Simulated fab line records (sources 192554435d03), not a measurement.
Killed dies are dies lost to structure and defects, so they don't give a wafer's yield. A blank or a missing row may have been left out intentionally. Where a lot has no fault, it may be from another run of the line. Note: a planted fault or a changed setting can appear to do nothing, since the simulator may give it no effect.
Split-lot experiment || flow n5_finfet || 39 wafers read from 7 lots, route of 1938 steps

## ON THE SPLIT
At N5_HKMG_FIN_NWFM_ALD_20 (deposits TiAlC, target thk 2 nm, pulse time 3 s, purge time 2 s), the setting ald_cycles was moved away from the recipe's 7 on 12 of the 39 wafers read, by +14.3% to +42.9%. The other wafers ran this setting at the recipe's value.

The split's own step is where the reading is taken.

## THE READING
TiAlC_of_HKMG_FIN_NWFM_ALD_20.thk_nm (the simulator's own value, which no gauge read), in nm, at N5_HKMG_FIN_NWFM_ALD_20 (deposits TiAlC, target thk 2 nm, pulse time 3 s, purge time 2 s). No usual value for it is given in the file.

{"wafer": "L074.1", "tool, chamber at the split": "ald_metal-03, 0,1,1", "ald_cycles as run": 8, "against the recipe": "+14.3%", "TiAlC_of_HKMG_FIN_NWFM_ALD_20.thk_nm, nm": 2.2, "against lot-mates on the recipe": "+0.2"}
{"wafer": "L074.2", "tool, chamber at the split": "ald_metal-03, 0,1,1", "ald_cycles as run": 8, "against the recipe": "+14.3%", "TiAlC_of_HKMG_FIN_NWFM_ALD_20.thk_nm, nm": 2.2, "against lot-mates on the recipe": "+0.2"}
{"wafer": "L074.5", "tool, chamber at the split": "ald_metal-03, 0,1,1", "ald_cycles as run": 8, "against the recipe": "+14.3%", "TiAlC_of_HKMG_FIN_NWFM_ALD_20.thk_nm, nm": 2.2, "against lot-mates on the recipe": "+0.2"}
{"wafer": "L074.3", "tool, chamber at the split": "ald_metal-03, 3,2,0", "ald_cycles as run": 7, "against the recipe": "recipe", "TiAlC_of_HKMG_FIN_NWFM_ALD_20.thk_nm, nm": 2, "against lot-mates on the recipe": "-"}
{"wafer": "L074.4", "tool, chamber at the split": "ald_metal-03, 3,2,0", "ald_cycles as run": 7, "against the recipe": "recipe", "TiAlC_of_HKMG_FIN_NWFM_ALD_20.thk_nm, nm": 2, "against lot-mates on the recipe": "-"}
{"wafer": "L074.6", "tool, chamber at the split": "ald_metal-03, 3,2,0", "ald_cycles as run": 7, "against the recipe": "recipe", "TiAlC_of_HKMG_FIN_NWFM_ALD_20.thk_nm, nm": 2, "against lot-mates on the recipe": "-"}
{"wafer": "L080.1", "tool, chamber at the split": "ald_metal-01, 2,1,3", "ald_cycles as run": 10, "against the recipe": "+42.9%", "TiAlC_of_HKMG_FIN_NWFM_ALD_20.thk_nm, nm": 2.8, "against lot-mates on the recipe": "+0.8"}
{"wafer": "L080.3", "tool, chamber at the split": "ald_metal-01, 2,1,3", "ald_cycles as run": 10, "against the recipe": "+42.9%", "TiAlC_of_HKMG_FIN_NWFM_ALD_20.thk_nm, nm": 2.8, "against lot-mates on the recipe": "+0.8"}
{"wafer": "L080.4", "tool, chamber at the split": "ald_metal-01, 2,1,3", "ald_cycles as run": 10, "against the recipe": "+42.9%", "TiAlC_of_HKMG_FIN_NWFM_ALD_20.thk_nm, nm": 2.8, "against lot-mates on the recipe": "+0.8"}
{"wafer": "L080.2", "tool, chamber at the split": "ald_metal-01, 0,1,0", "ald_cycles as run": 7, "against the recipe": "recipe", "TiAlC_of_HKMG_FIN_NWFM_ALD_20.thk_nm, nm": 2, "against lot-mates on the recipe": "-"}
{"wafer": "L080.5", "tool, chamber at the split": "ald_metal-01, 0,1,0", "ald_cycles as run": 7, "against the recipe": "recipe", "TiAlC_of_HKMG_FIN_NWFM_ALD_20.thk_nm, nm": 2, "against lot-mates on the recipe": "-"}
{"wafer": "L080.6", "tool, chamber at the split": "ald_metal-01, 0,1,0", "ald_cycles as run": 7, "against the recipe": "recipe", "TiAlC_of_HKMG_FIN_NWFM_ALD_20.thk_nm, nm": 2, "against lot-mates on the recipe": "-"}
{"wafer": "L085.1", "tool, chamber at the split": "ald_metal-01, 1,0,1", "ald_cycles as run": 7, "against the recipe": "recipe", "TiAlC_of_HKMG_FIN_NWFM_ALD_20.thk_nm, nm": 2, "against lot-mates on the recipe": "-"}
{"wafer": "L085.2", "tool, chamber at the split": "ald_metal-01, 1,0,1", "ald_cycles as run": 7, "against the recipe": "recipe", "TiAlC_of_HKMG_FIN_NWFM_ALD_20.thk_nm, nm": 2, "against lot-mates on the recipe": "-"}
{"wafer": "L085.6", "tool, chamber at the split": "ald_metal-01, 1,0,1", "ald_cycles as run": 7, "against the recipe": "recipe", "TiAlC_of_HKMG_FIN_NWFM_ALD_20.thk_nm, nm": 2, "against lot-mates on the recipe": "-"}
{"wafer": "L085.3", "tool, chamber at the split": "ald_metal-01, 3,2,2", "ald_cycles as run": 8, "against the recipe": "+14.3%", "TiAlC_of_HKMG_FIN_NWFM_ALD_20.thk_nm, nm": 2.2, "against lot-mates on the recipe": "+0.2"}
{"wafer": "L085.4", "tool, chamber at the split": "ald_metal-01, 3,2,2", "ald_cycles as run": 8, "against the recipe": "+14.3%", "TiAlC_of_HKMG_FIN_NWFM_ALD_20.thk_nm, nm": 2.2, "against lot-mates on the recipe": "+0.2"}
{"wafer": "L085.5", "tool, chamber at the split": "ald_metal-01, 3,2,2", "ald_cycles as run": 8, "against the recipe": "+14.3%", "TiAlC_of_HKMG_FIN_NWFM_ALD_20.thk_nm, nm": 2.2, "against lot-mates on the recipe": "+0.2"}
{"wafer": "L089.1", "tool, chamber at the split": "ald_metal-01, 0,1,1", "ald_cycles as run": 7, "against the recipe": "recipe", "TiAlC_of_HKMG_FIN_NWFM_ALD_20.thk_nm, nm": 2, "against lot-mates on the recipe": "-"}
{"wafer": "L089.3", "tool, chamber at the split": "ald_metal-01, 0,1,1", "ald_cycles as run": 7, "against the recipe": "recipe", "TiAlC_of_HKMG_FIN_NWFM_ALD_20.thk_nm, nm": 2, "against lot-mates on the recipe": "-"}
{"wafer": "L089.5", "tool, chamber at the split": "ald_metal-01, 0,1,1", "ald_cycles as run": 7, "against the recipe": "recipe", "TiAlC_of_HKMG_FIN_NWFM_ALD_20.thk_nm, nm": 2, "against lot-mates on the recipe": "-"}
{"wafer": "L089.2", "tool, chamber at the split": "ald_metal-01, 3,2,2", "ald_cycles as run": 10, "against the recipe": "+42.9%", "TiAlC_of_HKMG_FIN_NWFM_ALD_20.thk_nm, nm": 2.8, "against lot-mates on the recipe": "+0.8"}
{"wafer": "L089.4", "tool, chamber at the split": "ald_metal-01, 3,2,2", "ald_cycles as run": 10, "against the recipe": "+42.9%", "TiAlC_of_HKMG_FIN_NWFM_ALD_20.thk_nm, nm": 2.8, "against lot-mates on the recipe": "+0.8"}
{"wafer": "L089.6", "tool, chamber at the split": "ald_metal-01, 3,2,2", "ald_cycles as run": 10, "against the recipe": "+42.9%", "TiAlC_of_HKMG_FIN_NWFM_ALD_20.thk_nm, nm": 2.8, "against lot-mates on the recipe": "+0.8"}
{"wafer": "L091.1", "tool, chamber at the split": "ald_metal-03, 0,3,1,2,1,2", "ald_cycles as run": 7, "against the recipe": "recipe", "TiAlC_of_HKMG_FIN_NWFM_ALD_20.thk_nm, nm": 2, "against lot-mates on the recipe": "-"}
{"wafer": "L091.2", "tool, chamber at the split": "ald_metal-03, 0,3,1,2,1,2", "ald_cycles as run": 7, "against the recipe": "recipe", "TiAlC_of_HKMG_FIN_NWFM_ALD_20.thk_nm, nm": 2, "against lot-mates on the recipe": "-"}
{"wafer": "L091.3", "tool, chamber at the split": "ald_metal-03, 0,3,1,2,1,2", "ald_cycles as run": 7, "against the recipe": "recipe", "TiAlC_of_HKMG_FIN_NWFM_ALD_20.thk_nm, nm": 2, "against lot-mates on the recipe": "-"}
{"wafer": "L091.4", "tool, chamber at the split": "ald_metal-03, 0,3,1,2,1,2", "ald_cycles as run": 7, "against the recipe": "recipe", "TiAlC_of_HKMG_FIN_NWFM_ALD_20.thk_nm, nm": 2, "against lot-mates on the recipe": "-"}
{"wafer": "L091.5", "tool, chamber at the split": "ald_metal-03, 0,3,1,2,1,2", "ald_cycles as run": 7, "against the recipe": "recipe", "TiAlC_of_HKMG_FIN_NWFM_ALD_20.thk_nm, nm": 2, "against lot-mates on the recipe": "-"}
{"wafer": "L091.6", "tool, chamber at the split": "ald_metal-03, 0,3,1,2,1,2", "ald_cycles as run": 7, "against the recipe": "recipe", "TiAlC_of_HKMG_FIN_NWFM_ALD_20.thk_nm, nm": 2, "against lot-mates on the recipe": "-"}
{"wafer": "L093.1", "tool, chamber at the split": "ald_metal-02, 2,1,3", "ald_cycles as run": 7, "against the recipe": "recipe", "TiAlC_of_HKMG_FIN_NWFM_ALD_20.thk_nm, nm": 2, "against lot-mates on the recipe": "-"}
{"wafer": "L093.3", "tool, chamber at the split": "ald_metal-02, 2,1,3", "ald_cycles as run": 7, "against the recipe": "recipe", "TiAlC_of_HKMG_FIN_NWFM_ALD_20.thk_nm, nm": 2, "against lot-mates on the recipe": "-"}
{"wafer": "L093.4", "tool, chamber at the split": "ald_metal-02, 2,1,3", "ald_cycles as run": 7, "against the recipe": "recipe", "TiAlC_of_HKMG_FIN_NWFM_ALD_20.thk_nm, nm": 2, "against lot-mates on the recipe": "-"}
{"wafer": "L097.1", "tool, chamber at the split": "ald_metal-03, 0,1,3,2,3,2", "ald_cycles as run": 7, "against the recipe": "recipe", "TiAlC_of_HKMG_FIN_NWFM_ALD_20.thk_nm, nm": 2, "against lot-mates on the recipe": "-"}
{"wafer": "L097.2", "tool, chamber at the split": "ald_metal-03, 0,1,3,2,3,2", "ald_cycles as run": 7, "against the recipe": "recipe", "TiAlC_of_HKMG_FIN_NWFM_ALD_20.thk_nm, nm": 2, "against lot-mates on the recipe": "-"}
{"wafer": "L097.3", "tool, chamber at the split": "ald_metal-03, 0,1,3,2,3,2", "ald_cycles as run": 7, "against the recipe": "recipe", "TiAlC_of_HKMG_FIN_NWFM_ALD_20.thk_nm, nm": 2, "against lot-mates on the recipe": "-"}
{"wafer": "L097.4", "tool, chamber at the split": "ald_metal-03, 0,1,3,2,3,2", "ald_cycles as run": 7, "against the recipe": "recipe", "TiAlC_of_HKMG_FIN_NWFM_ALD_20.thk_nm, nm": 2, "against lot-mates on the recipe": "-"}
{"wafer": "L097.5", "tool, chamber at the split": "ald_metal-03, 0,1,3,2,3,2", "ald_cycles as run": 7, "against the recipe": "recipe", "TiAlC_of_HKMG_FIN_NWFM_ALD_20.thk_nm, nm": 2, "against lot-mates on the recipe": "-"}
{"wafer": "L097.6", "tool, chamber at the split": "ald_metal-03, 0,1,3,2,3,2", "ald_cycles as run": 7, "against the recipe": "recipe", "TiAlC_of_HKMG_FIN_NWFM_ALD_20.thk_nm, nm": 2, "against lot-mates on the recipe": "-"}
The file does not say which wafer passed through which chamber wherever a row lists several chambers: such a row stands for several wafers.

THE FIT
A straight line over all 39 wafers: TiAlC_of_HKMG_FIN_NWFM_ALD_20.thk_nm changes by +0.0184 nm for each +1% of ald_cycles; r = +1.00; the points scatter about the line by 0.024 nm.
The same after taking each lot's own level away (the mean of its wafers on the recipe; 39 wafers): +0.0184 nm for each +1%; r = +1.00; scatter 0.024 nm.
According to that fit, moving ald_cycles by its largest amount changes the reading by 0.79 nm.
The lots' own levels span 2.00 to 2.00 nm.
The two slopes agree, so the slope changes little with the lot-to-lot level.
Check: for one of the wafers moved furthest among these (+42.9%), held out of the fit, the line's prediction against its lot-mates is +0.778 nm. It came out at +0.8 nm against them.

## FURTHER SPLITS ON THESE WAFERS
Note: prior to the reading, these wafers also went through further splits. Each is held against what the fit with the lots' levels taken away leaves over:
{"other split on the same wafers": "N5_FIN_SAQP_HM_DEP_03 time_s", "wafers away from the commonest value": 15, "r with TiAlC_of_HKMG_FIN_NWFM_ALD_20.thk_nm (lot level and that fit taken away)": -0.24}
{"other split on the same wafers": "N5_SD_EPI_N_EPI_21 time_s", "wafers away from the commonest value": 6, "r with TiAlC_of_HKMG_FIN_NWFM_ALD_20.thk_nm (lot level and that fit taken away)": "+0.06"}

## THE FILE'S OWN FIT
TiAlC_of_HKMG_FIN_NWFM_ALD_20.thk_nm changes by +0.0182 nm for each +1% of ald_cycles, r = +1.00.
